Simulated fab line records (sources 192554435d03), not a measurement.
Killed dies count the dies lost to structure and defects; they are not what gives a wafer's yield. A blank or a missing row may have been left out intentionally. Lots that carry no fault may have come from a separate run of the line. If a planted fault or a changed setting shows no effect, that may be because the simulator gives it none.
A struck lot beside a sound one -- flow n5 finfet -- 36 steps out of a route of 1938
Sound: the wafers L106.1, L106.4, L106.6. Struck: wafer L123.6. (L123.4 of the same lot was not struck and is left out.) The cause comes at the end.
Each step with rows lists, per side, the tool, then ch with its chambers, then its first start. Under that, the readings that differ: sound wafers -- struck wafers -- difference of the means -- sigmas: that difference in standard deviations of wafers without a fault.
alike: same words and numbers on both sides, and readings whose means sit less than 2 such deviations apart. not compared: any withheld reading, any reading some wafer has no value for, any bound like >300 that may hide the same value, and any number with overlapping values for which the record gives no deviation.
Wherever a step has rows on one side only, a row that says differs or no value, or a row with sigmas, the two part there. Numbers that don't overlap but have no deviation are shown without sigmas and don't part them. Lack of a reading on every wafer of one side parts them only where that side has two or more wafers.

first, 9 steps without rows for these wafers: N5_PMOS_HMC_CHANNEL_EPI_HM_DEP_34 (deposits SiO2 from TEOS/O2, target thk 36 nm, time 6.9 s); N5_PMOS_HMC_CHANNEL_EPI_COAT_31 (time 60 s, resist thk 66 nm); N5_PMOS_HMC_CHANNEL_EPI_COAT_03 (resist thk 205 nm); N5_PMOS_HMC_CHANNEL_EPI_EBR_05; N5_PMOS_HMC_CHANNEL_EPI_SOFTBAKE_04 (time 60 s); N5_PMOS_HMC_CHANNEL_EPI_EXPOSE_06 (exposes mask PMOS HMC BLK, target cd 240 nm); N5_PMOS_HMC_CHANNEL_EPI_PEB_07 (peb time 60 s); N5_PMOS_HMC_CHANNEL_EPI_DEVELOP_08 (develop time 30 s); N5_PMOS_HMC_CHANNEL_EPI_DESCUM_14 (chemistry O2, time 7.9 s).
N5_PMOS_HMC_CHANNEL_EPI_ETCH_32: etches BARC in N2/H2, stops on SiO2, target depth 85.8 nm, time 50.3 s.
  sound on rie diel-05 ch 1,3, day 1 23:50; struck on rie diel-05 ch 3, day 6 05:27
reading,sound,struck,difference,sigmas
model.CAR-ArF-block_of_PMOS_HMC_CHANNEL_EPI_COAT_03.thk nm (nm),131.7 131.7 135.4,152,+19,
model.etch.depth nm (nm),66.46 66.33 66.34,62.27,-4.11,
model.PMOS_HMC_CHANNEL_EPI.cd nm (nm),238.9 240.2 240.7,237.8,-2.1,
  alike: bias w, drypump motor current A, n2 flow sccm, oes product au, rf vpp V, showerhead plenum p Torr, throttle valve pct
  not compared: rf hours counter h
N5_PMOS_HMC_CHANNEL_EPI_HM_OPEN_15: chemistry CHF3/O2, target SiO2, target depth 40.6 nm, time 20.3 s.
  sound on rie diel-05 ch 1,3, day 1 23:53; struck on rie diel-05 ch 3, day 6 05:30
reading,sound,struck,difference,sigmas
model.CAR-ArF-block_of_PMOS_HMC_CHANNEL_EPI_COAT_03.thk nm (nm),91.36 91.2 96.92,111.9,+18.7,
  alike: bias w, drypump motor current A, oes_ar_750_au, oes product au, rf vpp V, showerhead plenum p Torr, throttle valve pct
  not compared: rf hours counter h
then, 3 steps without rows for these wafers: N5_PMOS_HMC_CHANNEL_EPI_STRIP_33 (strips in N2/H2); N5_PMOS_HMC_CHANNEL_EPI_STRIP_17 (strips in SPM, time 750 s); N5_PMOS_HMC_CHANNEL_EPI_ETCH_38 (etches SiO2 in CF4, target depth 1.5 nm).
N5_PMOS_HMC_CHANNEL_EPI_FIN_RECESS_16: chemistry HBr/Cl2, target Si, target depth 54 nm, time 18 s.
  sound on rie si-03 ch 0,2,3, day 2 00:16; struck on rie si-04 ch 3, day 6 05:52
reading,sound,struck,difference,sigmas
model.PMOS_HMC_CHANNEL_EPI.cd nm (nm),238.9 240.1 240.4,237.9,-1.9,
  alike: bias w, drypump motor current A, oes product au, throttle valve pct
  not compared: rf hours counter h
then, 20 steps without rows for these wafers: N5_PMOS_HMC_CHANNEL_EPI_PRECLEAN_36 (cleans in O3/DIW, time 45 s); N5_PMOS_HMC_CHANNEL_EPI_PRECLEAN_18 (cleans in DHF, time 30 s); N5_PMOS_HMC_CHANNEL_EPI_SRD_19 (time 30 s); N5_PMOS_HMC_CHANNEL_EPI_EPI_20 (deposits SiGe30, target thk 59 nm); N5_PMOS_HMC_CHANNEL_EPI_HM_STRIP_35 (strips SiO2 in dHF, material SiO2, target depth 39.6 nm, time 216 s); N5_PMOS_HMC_CHANNEL_EPI_SRD_39 (time 30 s); N5_PMOS_HMC_CHANNEL_EPI_CMP_21 (polishes SiGe30, target thk 54 nm); N5_PMOS_HMC_CHANNEL_EPI_PRECLEAN_40 (cleans in DHF, time 30 s); N5_PMOS_HMC_CHANNEL_EPI_PRECLEAN_37 (cleans in O3/DIW, time 45 s); N5_PMOS_HMC_CHANNEL_EPI_PRECLEAN_24 (cleans in DHF, time 30 s); N5_PMOS_HMC_CHANNEL_EPI_SRD_25 (time 30 s); N5_PMOS_HMC_CHANNEL_EPI_EPI_26 (deposits Si from SiH4/H2, target thk 3.8 nm, time 22.7 s); N5_FIN_SAQP_PRECLEAN_42 (cleans in O3/DIW, time 60 s); N5_FIN_SAQP_PRECLEAN_00 (cleans in SC1, time 60 s); N5_FIN_SAQP_PRECLEAN_44 (cleans in SC2, time 45 s); N5_FIN_SAQP_SRD_01 (time 30 s); N5_FIN_SAQP_ALD_61 (deposits SiO2, target thk 4 nm, pulse time 1 s, purge time 2 s); N5_FIN_SAQP_DENSIFY_62 (time 60 s); N5_FIN_SAQP_HM_DEP_03 (deposits SiNx from SiH4/NH3/N2, target thk 38 nm, time 33.6 s); N5_FIN_SAQP_PECVD_47 (deposits a-Si from SiH4/He, target thk 45 nm, time 36.3 s).
-- the record jumps here: 12 days lie between the struck wafers' starts before and after (it left off in module FIN_SAQP and takes up again in module PASSIVATION, whose first step shown is number 1936 of the route) --
N5_PASSIVATION_PROBE_49:
  rows exist in the record for the struck wafers here (prober-02, day 18 12:23), but not for the sound ones

## WHERE THEY PART
Within this record, at N5_PASSIVATION_PROBE_49 only.

WHY: whatever the simulator had introduced
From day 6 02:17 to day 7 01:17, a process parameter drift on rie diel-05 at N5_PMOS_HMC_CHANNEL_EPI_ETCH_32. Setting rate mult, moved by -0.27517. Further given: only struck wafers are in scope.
